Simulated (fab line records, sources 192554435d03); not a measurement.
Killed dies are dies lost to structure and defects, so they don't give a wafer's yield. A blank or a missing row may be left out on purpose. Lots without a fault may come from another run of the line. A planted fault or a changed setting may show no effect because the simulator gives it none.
fab line records | flow n5_finfet | part 1 of 2: steps 1 to 3 of 6
record lots=22 wafers=66 last_day=17
route steps=1938 shown FIN_CUT@169 DUMMY_GATE@237 SPACER0@259 SDB@356
lots that met no fault: from a run of the same line without faults
start_h: hours from the record's first day to the start of the lot's first wafer shown | wait_h: hours since the lot's step before | " the same as in the row above | L1.1+2: a row that stands for several wafers | - no value, or no start given | * or withheld: withheld | < > ~ a bound
route shown NAME@n: a module of which the file shows steps, and the number in the route of the first | usual: mean/standard deviation of fault-free wafers | same: alike in all rows | chamber/n: place in a boat | sites: the reading at each site | _std_site: their standard deviation | _edge_site: outer sites' mean less inner sites' | radius_mm: how far each site lies from the wafer's centre | mask NAME#n: copy n | behind: the tool/chamber that last shaped the wafer | hold: why the lot was held/for how many hours/how that ended | device: the transistor (n, p or np) that didn't switch | end of line: the same wafers' tests at the end of the route | a step without rows: its recipe alone | killed: dies lost to structure and defects at the first sort, not the wafer's yield | map: a wafer's dies, x killed, . not, _ none there
set.NAME: the setting as run; set.NAME@STEP: as run at that earlier step | model.NAME: the simulator's own value behind a step, which no gauge read
steps of the route over a sample of lots; a table a step, a row a wafer
services: from which hour (start_h, from the record's first day; less than 0 if before it) a tool's chamber was out of use, for how many hours, and why
## steps
# step N5_FIN_CUT_ETCH_21
# recipe chemistry=N2/H2 target=SOC target_depth_a=2190 overetch_a=438 mask_material=SiARC temp_c=40 ion_energy_ev=100 bias_w=61 time_s=523.5 pressure_mtorr=30 source_w=850 n2_flow_sccm=200 h2_flow_sccm=200
# usual bias_w=60.99/0.2 drypump_motor_current_A=5.6/0.5 oes_product_au=0.70/0.078 rf_vpp_V=240.6/1.5 showerhead_plenum_p_Torr=2.52/0.084 throttle_valve_pct=17.7/0.35
# same time_s=523.5
# columns lot.wafer tool chamber start_h wait_h bias_w drypump_motor_current_A oes_product_au rf_hours_counter_h rf_vpp_V showerhead_plenum_p_Torr throttle_valve_pct
L074.4 rie_diel-03 2 29.39 0.2 60.83 6.6 0.74 - 242.9 2.65 17.5
L074.5 " 0 " " 61.12 5.7 0.67 - 239.2 2.51 17.9
L074.6 " 3 " " 60.85 5.4 0.66 - 238.4 2.52 18.1
L076.1 rie_diel-03 3 39.73 0.0 61.06 5.5 0.66 215 239.8 2.51 18.1
L076.3 " 0 " " 61.27 5.6 0.66 199 240.5 2.51 17.9
L076.4 " 2 " " 61.12 6.6 0.73 - 241.5 2.65 17.5
L077.2 rie_diel-03 1 47.39 0.0 60.64 4.9 0.91 0 245.7 2.72 18.0
L077.4 " 0 " " 61.19 5.7 0.66 200 239.0 2.51 17.9
L077.5 " 1 " " 60.85 4.9 0.91 - 242.5 2.72 18.0
L078.1 rie_diel-05 2 54.38 0.0 61.23 5.8 0.63 200 241.1 2.62 17.3
L078.2 " 1 " " 61.02 5.8 0.67 198 239.2 2.44 18.0
L078.4 " 0 " " 61.12 5.5 0.92 2 243.1 2.59 17.0
L079.2 rie_diel-05 0 58.54 0.0 61.14 5.5 0.90 4 242.1 2.59 17.0
L079.3 " 1 " " 60.82 5.8 0.67 200 239.9 2.43 17.9
L079.5 " 0 " " 60.78 5.5 0.90 - 242.9 2.59 17.0
L080.1 rie_diel-04 3 63.78 0.0 60.98 6.1 0.74 90 240.4 2.46 17.7
L080.5 " 2 " " 60.72 6.3 0.67 - 239.9 2.53 18.2
L080.6 " 1 " " 60.79 5.0 0.70 - 238.8 2.44 17.8
L082.1 rie_diel-04 0 76.48 0.0 60.85 5.1 0.67 177 238.8 2.42 17.7
L082.4 " 1 " " 61.04 5.0 0.69 137 241.0 2.44 17.8
L082.6 " 2 " " 61.00 6.3 0.67 - 240.4 2.53 18.1
L083.1 rie_diel-05 1 83.61 0.0 60.83 5.8 0.67 207 239.7 2.43 18.0
L083.2 " 2 " " 61.04 5.7 0.63 210 242.2 2.61 17.3
L083.5 " 0 " " 60.95 5.5 0.88 - 241.6 2.58 17.0
L084.1 rie_diel-03 1 90.74 0.0 61.10 4.9 0.84 14 243.4 2.71 18.0
L084.2 " 0 " " 61.08 5.7 0.65 213 240.2 2.50 18.0
L084.4 " 3 " " 60.81 5.4 0.65 228 241.2 2.51 18.2
L085.2 rie_diel-04 3 96.82 0.0 60.92 6.1 0.73 101 239.5 2.46 17.7
L085.5 " 0 " " 60.80 5.1 0.67 - 240.0 2.42 17.7
L085.6 " 3 " " 61.06 6.1 0.73 - 239.2 2.46 17.7
L086.1 rie_diel-03 1 102.18 0.0 60.53 4.9 0.84 18 243.7 2.71 18.1
L086.3 " 0 " " 60.93 5.6 0.65 218 241.0 2.50 18.0
L086.4 " 3 " " 61.06 5.4 0.65 232 241.5 2.51 18.2
L087.3 rie_diel-05 0 105.89 0.0 61.06 5.5 0.86 18 241.5 2.58 17.0
L087.4 " 3 " " 61.31 5.0 0.64 226 239.7 2.50 17.5
L087.6 " 2 " " 60.69 5.7 0.62 - 242.1 2.61 17.4
L088.3 rie_diel-05 3 113.58 0.0 61.13 5.0 0.65 229 240.2 2.50 17.5
L088.5 " 1 " " 61.21 5.8 0.67 - 240.3 2.43 18.0
L088.6 " 0 " " 60.74 5.5 0.85 - 242.4 2.58 17.0
L089.4 rie_diel-03 1 119.51 0.0 60.68 4.9 0.83 23 242.9 2.71 18.1
L089.5 " 2 " " 61.15 6.6 0.72 - 242.5 2.64 17.5
L089.6 " 3 " " 60.57 5.5 0.65 - 239.6 2.50 18.2
L090.3 rie_diel-04 2 125.84 0.0 61.22 6.3 0.66 201 240.6 2.53 18.2
L090.5 " 0 " " 61.02 5.1 0.66 - 239.3 2.42 17.7
L090.6 " 3 " " 60.89 6.1 0.73 - 239.0 2.45 17.7
L091.1 rie_diel-04 3 132.75 0.0 60.74 6.1 0.73 112 241.3 2.45 17.7
L091.4 " 2 " " 61.12 6.3 0.66 204 241.9 2.53 18.2
L091.5 " 1 " " 60.98 5.0 0.68 - 240.6 2.43 17.8
L092.1 rie_diel-04 2 138.70 0.0 61.05 6.3 0.66 206 240.2 2.52 18.2
L092.3 " 0 " " 60.85 5.1 0.65 196 238.4 2.42 17.7
L092.6 " 1 " " 60.92 5.0 0.67 - 238.7 2.43 17.8
L093.2 rie_diel-03 1 143.05 0.0 60.60 4.9 0.80 30 244.2 2.70 18.1
L093.4 " 0 " " 61.16 5.7 0.64 231 240.7 2.50 18.0
L093.6 " 2 " " 61.12 6.6 0.71 - 243.1 2.63 17.6
L094.1 rie_diel-05 0 146.74 0.0 61.14 5.5 0.84 32 240.4 2.58 17.1
L094.2 " 3 " " 61.00 5.0 0.63 240 241.1 2.50 17.5
L094.6 " 0 " " 61.26 5.5 0.83 - 240.7 2.58 17.1
L095.1 rie_diel-05 1 153.51 0.0 61.37 5.8 0.64 229 238.5 2.42 18.0
L095.5 " 1 " " 61.03 5.8 0.65 - 239.4 2.42 18.0
L095.6 " 0 " " 60.88 5.5 0.83 - 240.0 2.57 17.1
L096.1 rie_diel-05 2 158.95 0.0 61.19 5.7 0.62 230 241.2 2.61 17.4
L096.2 " 0 " " 61.05 5.6 0.83 37 240.7 2.57 17.1
L096.6 " 2 " " 61.07 5.7 0.63 - 242.4 2.61 17.4
L097.1 rie_diel-05 2 165.19 0.0 60.98 5.7 0.62 232 242.1 2.60 17.4
L097.3 " 1 " " 61.09 5.8 0.65 233 240.2 2.42 18.0
L097.5 " 1 " " 61.16 5.8 0.65 - 238.2 2.42 18.0
# step N5_DUMMY_GATE_ETCH_37
# recipe chemistry=N2/H2 target=SOC target_depth_a=600 overetch_a=300 temp_c=40 ion_energy_ev=200 pressure_mtorr=30 source_w=840 bias_w=150 n2_flow_sccm=200 h2_flow_sccm=200
# usual bias_w=150.0/0.48 drypump_motor_current_A=5.6/0.53 oes_product_au=0.60/0.061 rf_vpp_V=523.2/2.6 showerhead_plenum_p_Torr=2.51/0.087 throttle_valve_pct=17.8/0.32
# columns lot.wafer tool chamber start_h wait_h bias_w drypump_motor_current_A oes_product_au rf_hours_counter_h rf_vpp_V showerhead_plenum_p_Torr throttle_valve_pct
L074.4 rie_diel-04 0 51.79 0.0 150.1 5.1 0.58 170 520.9 2.43 17.7
L074.5 " 2 " " 149.9 6.3 0.58 - 524.3 2.54 18.2
L074.6 " 3 " " 150.7 6.1 0.64 - 523.2 2.46 17.7
L076.1 rie_diel-04 2 59.62 0.0 149.9 6.3 0.57 182 524.3 2.53 18.2
L076.3 " 0 " " 150.2 5.1 0.58 173 521.1 2.43 17.7
L076.4 " 1 " " 149.1 5.0 0.59 132 519.6 2.44 17.8
L077.2 rie_diel-04 3 66.51 0.0 149.5 6.1 0.64 91 521.0 2.46 17.7
L077.4 " 0 " " 150.0 5.1 0.58 174 522.0 2.42 17.7
L077.5 " 3 " " 149.9 6.1 0.64 - 522.9 2.46 17.7
L078.1 rie_diel-04 3 74.99 0.0 150.2 6.1 0.64 94 521.3 2.46 17.7
L078.2 " 1 " " 149.5 5.0 0.60 136 520.4 2.44 17.8
L078.4 " 2 " " 149.9 6.3 0.57 185 524.6 2.53 18.2
L079.2 rie_diel-05 1 77.04 0.0 150.5 5.8 0.57 204 519.2 2.43 18.0
L079.3 " 2 " " 150.5 5.7 0.54 207 526.9 2.62 17.3
L079.5 " 3 " " 149.7 5.0 0.56 - 522.8 2.51 17.5
L080.1 rie_diel-04 0 83.80 0.0 150.1 5.1 0.58 179 521.3 2.42 17.7
L080.5 " 3 " " 150.8 6.1 0.63 - 519.6 2.46 17.7
L080.6 " 2 " " 150.1 6.2 0.57 - 522.5 2.53 18.2
L082.1 rie_diel-05 1 95.69 0.0 150.2 5.8 0.57 211 519.0 2.43 18.0
L082.4 " 3 " " 149.3 5.0 0.55 223 522.9 2.50 17.5
L082.6 " 3 " " 149.0 5.0 0.55 - 522.8 2.50 17.5
L083.1 rie_diel-03 1 105.92 0.0 149.6 4.9 0.72 18 526.9 2.71 18.1
L083.2 " 0 " " 150.5 5.7 0.56 218 523.1 2.50 18.0
L083.5 " 0 " " 150.3 5.7 0.56 - 521.1 2.50 18.0
L084.1 rie_diel-04 1 111.74 0.0 150.8 5.0 0.59 147 519.8 2.43 17.8
L084.2 " 3 " " 150.1 6.1 0.63 104 523.0 2.45 17.7
L084.4 " 0 " " 150.6 5.1 0.58 187 519.9 2.42 17.7
L085.2 rie_diel-05 3 117.51 0.0 150.0 5.0 0.55 230 523.9 2.50 17.5
L085.5 " 0 " " 149.6 5.5 0.73 - 524.2 2.58 17.1
L085.6 " 1 " " 150.7 5.8 0.57 - 520.7 2.43 18.0
L086.1 rie_diel-05 1 125.19 0.0 149.4 5.8 0.57 219 519.6 2.43 18.0
L086.3 " 0 " " 150.2 5.5 0.73 24 524.9 2.58 17.1
L086.4 " 3 " " 150.3 5.0 0.55 - 523.8 2.50 17.5
L087.3 rie_diel-04 3 127.01 0.0 150.0 6.1 0.62 109 521.4 2.45 17.7
L087.4 " 2 " " 150.1 6.3 0.57 201 522.8 2.53 18.2
L087.6 " 3 " " 150.4 6.0 0.62 - 521.2 2.45 17.7
L088.3 rie_diel-04 1 133.88 0.0 150.4 5.0 0.58 154 521.5 2.43 17.8
L088.5 " 0 " " 149.2 5.1 0.57 - 519.6 2.42 17.7
L088.6 " 1 " " 150.1 5.0 0.58 - 520.7 2.43 17.8
L089.4 rie_diel-05 2 141.64 0.0 149.2 5.7 0.53 225 524.7 2.61 17.4
L089.5 " 3 " " 149.2 5.0 0.55 - 523.5 2.50 17.5
L089.6 " 0 " " 150.4 5.6 0.72 - 526.5 2.58 17.1
L090.3 rie_diel-03 3 145.60 0.0 150.2 5.4 0.55 246 522.5 2.50 18.2
L090.5 " 1 " " 149.6 4.9 0.70 - 528.0 2.70 18.1
L090.6 " 2 " " 149.8 6.6 0.61 - 526.2 2.63 17.6
L091.1 rie_diel-04 0 152.39 0.0 150.6 5.1 0.57 199 520.2 2.41 17.7
L091.4 " 2 " " 150.0 6.3 0.56 210 526.1 2.52 18.2
L091.5 " 2 " " 150.0 6.3 0.57 - 523.6 2.52 18.2
L092.1 rie_diel-03 3 157.84 0.0 150.5 5.5 0.55 249 523.4 2.50 18.2
L092.3 " 1 " " 149.5 4.9 0.69 36 527.4 2.70 18.1
L092.6 " 0 " " 150.0 5.6 0.55 - 523.8 2.49 18.0
L093.2 rie_diel-03 2 165.79 0.0 149.2 6.6 0.60 149 526.6 2.63 17.6
L093.4 " 1 " " 149.6 4.9 0.68 - 529.2 2.70 18.1
L093.6 " 0 " " 150.3 5.6 0.54 - 523.7 2.49 18.0
L094.1 rie_diel-05 2 166.92 0.0 149.6 5.7 0.53 233 526.5 2.60 17.4
L094.2 " 0 " " 151.2 5.5 0.71 39 524.4 2.57 17.1
L094.6 " 3 " " 149.7 5.0 0.55 - 523.6 2.49 17.5
L095.1 rie_diel-03 0 173.35 0.0 149.4 5.7 0.54 242 523.6 2.49 18.0
L095.5 " 0 " " 149.5 5.6 0.54 - 523.4 2.49 18.0
L095.6 " 1 " " 149.4 4.9 0.68 - 527.7 2.70 18.1
L096.1 rie_diel-04 3 178.04 0.0 150.9 6.1 0.61 126 521.3 2.45 17.7
L096.2 " 0 " " 149.8 5.1 0.56 208 518.9 2.41 17.7
L096.6 " 2 " " 150.3 6.3 0.56 - 523.0 2.52 18.2
L097.1 rie_diel-05 1 184.72 0.0 150.3 5.8 0.56 240 519.3 2.42 18.0
L097.3 " 2 " " 150.4 5.8 0.53 239 525.3 2.60 17.4
L097.5 " 0 " " 149.4 5.5 0.70 - 525.6 2.57 17.1
# step N5_DUMMY_GATE_TRIM_49
# recipe chemistry=O2 resist=SOC time_s=29 target_cd_nm=14 source_power_w=300 bias_power_w=0 O2_flow_sccm=100 temp_c=20
# usual drypump_motor_current_A=5.8/0.39 oes_product_au=0.999/0.014 throttle_valve_pct=8.11/0.17
# same time_s=29
# columns lot.wafer tool chamber start_h wait_h drypump_motor_current_A oes_product_au rf_hours_counter_h throttle_valve_pct
L074.4 rie_si-01 3 51.87 0.0 5.7 0.973 160 8.35
L074.5 " 1 " " 5.2 1.004 - 8.32
L074.6 " 2 " " 5.5 0.978 - 8.04
L076.1 rie_si-06 2 59.70 0.0 5.6 0.992 196 8.23
L076.3 " 0 " " 6.1 0.995 75 8.00
L076.4 " 3 " " 5.3 0.993 4 8.02
L077.2 rie_si-06 0 66.59 0.0 6.1 1.014 75 8.01
L077.4 " 3 " " 5.3 0.994 4 8.04
L077.5 " 1 " " 6.0 1.013 - 8.05
L078.1 rie_si-06 3 75.08 0.0 5.3 0.978 4 8.02
L078.2 " 1 " " 6.0 0.992 17 8.04
L078.4 " 0 " " 6.1 1.003 75 8.01
L079.2 rie_si-06 2 77.12 0.0 5.6 0.990 196 8.23
L079.3 " 1 " " 6.1 1.017 17 8.04
L079.5 " 0 " " 6.1 1.007 - 8.01
L080.1 rie_si-05 1 83.88 0.0 5.8 1.015 8 7.97
L080.5 " 2 " " 6.4 1.013 - 8.54
L080.6 " 1 " " 5.8 1.025 - 7.96
L082.1 rie_si-01 0 95.77 0.0 6.8 0.996 131 8.20
L082.4 " 1 " " 5.2 1.003 180 8.32
L082.6 " 3 " " 5.7 0.989 - 8.35
L083.1 rie_si-06 0 106.00 0.0 6.1 1.010 76 8.00
L083.2 " 2 " " 5.6 1.000 196 8.23
L083.5 " 3 " " 5.3 0.991 - 8.05
L084.1 rie_si-06 3 111.83 0.0 5.3 0.993 5 8.03
L084.2 " 0 " " 6.1 1.007 76 8.02
L084.4 " 1 " " 6.1 1.004 17 8.05
L085.2 rie_si-05 2 117.59 0.0 6.4 0.999 169 8.54
L085.5 " 1 " " 5.8 1.019 - 7.96
L085.6 " 0 " " 5.8 1.022 - 7.85
L086.1 rie_si-06 3 125.27 0.0 5.3 0.977 5 8.03
L086.3 " 0 " " 6.1 1.008 76 8.01
L086.4 " 1 " " 6.1 1.003 - 8.05
L087.3 rie_si-06 3 127.09 0.0 5.3 0.988 5 8.02
L087.4 " 0 " " 6.1 0.995 - 8.01
L087.6 " 1 " " 6.0 1.015 - 8.06
L088.3 rie_si-01 3 133.96 0.0 5.7 0.975 161 8.35
L088.5 " 2 " " 5.5 0.979 - 8.02
L088.6 " 1 " " 5.2 1.022 - 8.32
L089.4 rie_si-05 3 141.72 0.0 5.7 0.982 186 8.26
L089.5 " 2 " " 6.4 1.002 - 8.54
L089.6 " 1 " " 5.9 1.016 - 7.97
L090.3 rie_si-05 3 145.68 0.0 5.7 0.964 186 8.24
L090.5 " 3 " " 5.7 0.976 - 8.26
L090.6 " 0 " " 5.8 0.996 - 7.85
L091.1 rie_si-01 3 152.47 0.0 5.7 0.986 162 8.35
L091.4 " 2 " " 5.5 0.975 57 8.03
L091.5 " 1 " " 5.2 1.003 - 8.33
L092.1 rie_si-05 3 157.92 0.0 5.7 0.969 186 8.25
L092.3 " 1 " " 5.8 1.023 9 7.96
L092.6 " 3 " " 5.7 0.982 - 8.27
L093.2 rie_si-06 2 165.88 0.0 5.6 0.982 1 7.99
L093.4 " 0 " " 6.1 1.000 77 8.01
L093.6 " 1 " " 6.0 1.006 - 8.06
L094.1 rie_si-05 0 167.00 0.0 5.8 1.007 24 7.83
L094.2 " 3 " " 5.7 0.987 186 8.27
L094.6 " 1 " " 5.8 1.021 - 7.97
L095.1 rie_si-01 1 173.43 0.0 5.1 0.998 182 8.32
L095.5 " 0 " " 6.7 1.009 - 8.19
L095.6 " 3 " " 5.7 0.992 - 8.33
L096.1 rie_si-05 3 178.12 0.0 5.7 0.963 187 8.25
L096.2 " 1 " " 5.9 1.007 10 7.95
L096.6 " 0 " " 5.8 0.998 - 7.82
L097.1 rie_si-01 0 184.80 0.0 6.7 1.012 133 8.21
L097.3 " 2 " " 5.5 0.976 58 8.03
L097.5 " 3 " " 5.7 0.993 - 8.36
